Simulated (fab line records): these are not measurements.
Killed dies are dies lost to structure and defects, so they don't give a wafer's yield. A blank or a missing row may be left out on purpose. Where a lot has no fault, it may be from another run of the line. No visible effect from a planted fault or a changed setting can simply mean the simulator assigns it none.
Which tool was responsible? / flow n5Finfet / Sampling: 9 lots, 24 wafers, 4 of 1938 route steps

WHAT THE GAUGES SHOWED, per wafer
N5_BEOL_M11_OCD_MEAS_38.
lot=L118; measured=day 11 06:05; on=ocd-02; trenchDepthNm (nm)=151.6 151.7 147.0
lot=L125; measured=day 13 01:06; on=ocd-02; trenchDepthNm (nm)=144.2 152.4 144.6
lot=L127; measured=day 13 12:22; on=ocd-01; trenchDepthNm (nm)=149.7 147.9 150.2
lot=L128; measured=day 14 20:07; on=ocd-02; trenchDepthNm (nm)=0 0 0
lot=L130; measured=day 14 19:45; on=ocd-01; trenchDepthNm (nm)=0.2 0 0.0
lot=L132; measured=day 15 01:11; on=ocd-01; trenchDepthNm (nm)=0.3 0 0
lot=L133; measured=day 16 08:37; on=ocd-02; trenchDepthNm (nm)=152.2 146.4
lot=L138; measured=day 17 15:15; on=ocd-01; trenchDepthNm (nm)=146.7 150.9
lot=L139; measured=day 17 18:04; on=ocd-02; trenchDepthNm (nm)=146.2 147.7

WHAT TOOL EACH LOT RAN ON (gives the tool, then ch and the chambers of the sampled wafers, and finally the start)
lot=L118; N5_BEOL_M11_STRIP_67=rieDiel-03 ch 0,1, day 11 03:24; N5_BEOL_M11_TRENCH_ETCH_37=rieDiel-02 ch 2,3, day 11 05:55; N5_BEOL_M11_ETCH_41=rieDiel-02 ch 2,3, day 11 06:05 or earlier
lot=L125; N5_BEOL_M11_STRIP_67=rieDiel-03 ch 1,2, day 12 22:31; N5_BEOL_M11_TRENCH_ETCH_37=rieDiel-02 ch 0,3, day 13 00:55; N5_BEOL_M11_ETCH_41=rieDiel-02 ch 0,3, day 13 01:06 or earlier
lot=L127; N5_BEOL_M11_STRIP_67=rieDiel-01 ch 0,1,3, day 13 10:10; N5_BEOL_M11_TRENCH_ETCH_37=rieDiel-02 ch 1,2, day 13 12:10; N5_BEOL_M11_ETCH_41=rieDiel-02 ch 1,2, day 13 12:22 or earlier
lot=L128; N5_BEOL_M11_STRIP_67=rieDiel-02 ch 0,3, day 14 18:01; N5_BEOL_M11_TRENCH_ETCH_37=rieDiel-03 ch 0,2,3, day 14 19:55; N5_BEOL_M11_ETCH_41=rieDiel-03 ch 0,2,3, day 14 20:07 or earlier
lot=L130; N5_BEOL_M11_STRIP_67=rieDiel-02 ch 0,3, day 14 17:26; N5_BEOL_M11_TRENCH_ETCH_37=rieDiel-01 ch 0,1,3, day 14 19:34; N5_BEOL_M11_ETCH_41=rieDiel-01 ch 0,1,3, day 14 19:45 or earlier
lot=L132; N5_BEOL_M11_STRIP_67=rieDiel-03 ch 0,1, day 14 23:49; N5_BEOL_M11_TRENCH_ETCH_37=rieDiel-02 ch 2,3, day 15 01:00; N5_BEOL_M11_ETCH_41=rieDiel-02 ch 2,3, day 15 01:11 or earlier
lot=L133; N5_BEOL_M11_STRIP_67=rieDiel-01 ch 2,3, day 16 07:22; N5_BEOL_M11_TRENCH_ETCH_37=rieDiel-01 ch 0,3, day 16 08:26; N5_BEOL_M11_ETCH_41=rieDiel-01 ch 0,3, day 16 08:37 or earlier
lot=L138; N5_BEOL_M11_STRIP_67=rieDiel-03 ch 2,3, day 17 09:47; N5_BEOL_M11_TRENCH_ETCH_37=rieDiel-03 ch 0,3, day 17 15:04; N5_BEOL_M11_ETCH_41=rieDiel-03 ch 0,3, day 17 15:15 or earlier
lot=L139; N5_BEOL_M11_STRIP_67=rieDiel-02 ch 0,1, day 17 10:01; N5_BEOL_M11_TRENCH_ETCH_37=rieDiel-03 ch 1,2, day 17 17:53; N5_BEOL_M11_ETCH_41=rieDiel-03 ch 1,2, day 17 18:04 or earlier
- N5_BEOL_M11_STRIP_67: strips in CF4.
- N5_BEOL_M11_TRENCH_ETCH_37: etches SiCOH lowk in C4F6/O2, target depth 148.83 nm, time 48 s.
- N5_BEOL_M11_ETCH_41: etches SiCN in CH3F/O2, target depth 42.6 nm, time 86 s.

THE ANSWER, worked out from the rows above alone
Rule: the lots themselves supply what counts as usual. The widest of any qualifying gaps counts: lots, ordered by their means at a reading, are off when they make up no more than a third of the lots, leave a main group of 4 or more, and stand apart from it by 3 or more times the standard deviation of that group's means. A main group whose means are all the same, to the digits that the tables above print for the reading, isn't used. Also off: a lot with no number at a reading for which 4 or more lots have one. The other lots that the step has rows for count as sound.
Off: L128, L130, L132 (N5_BEOL_M11_OCD_MEAS_38, trenchDepthNm). Main group: mean 148.6 nm, sd 1.2.
If a tool, at a process step before that reading, ran all the lots that are off and no sound lot after the first of them, it fits. Gauges at N5_BEOL_M11_OCD_MEAS_38: tried the same way as those tools. N5_BEOL_M11_ETCH_41 gives no start for some lots, so the hours and the order of its lots are those of N5_BEOL_M11_OCD_MEAS_38. Not one of the candidates tried fits.

WHAT THE SIMULATOR HAD INSERTED
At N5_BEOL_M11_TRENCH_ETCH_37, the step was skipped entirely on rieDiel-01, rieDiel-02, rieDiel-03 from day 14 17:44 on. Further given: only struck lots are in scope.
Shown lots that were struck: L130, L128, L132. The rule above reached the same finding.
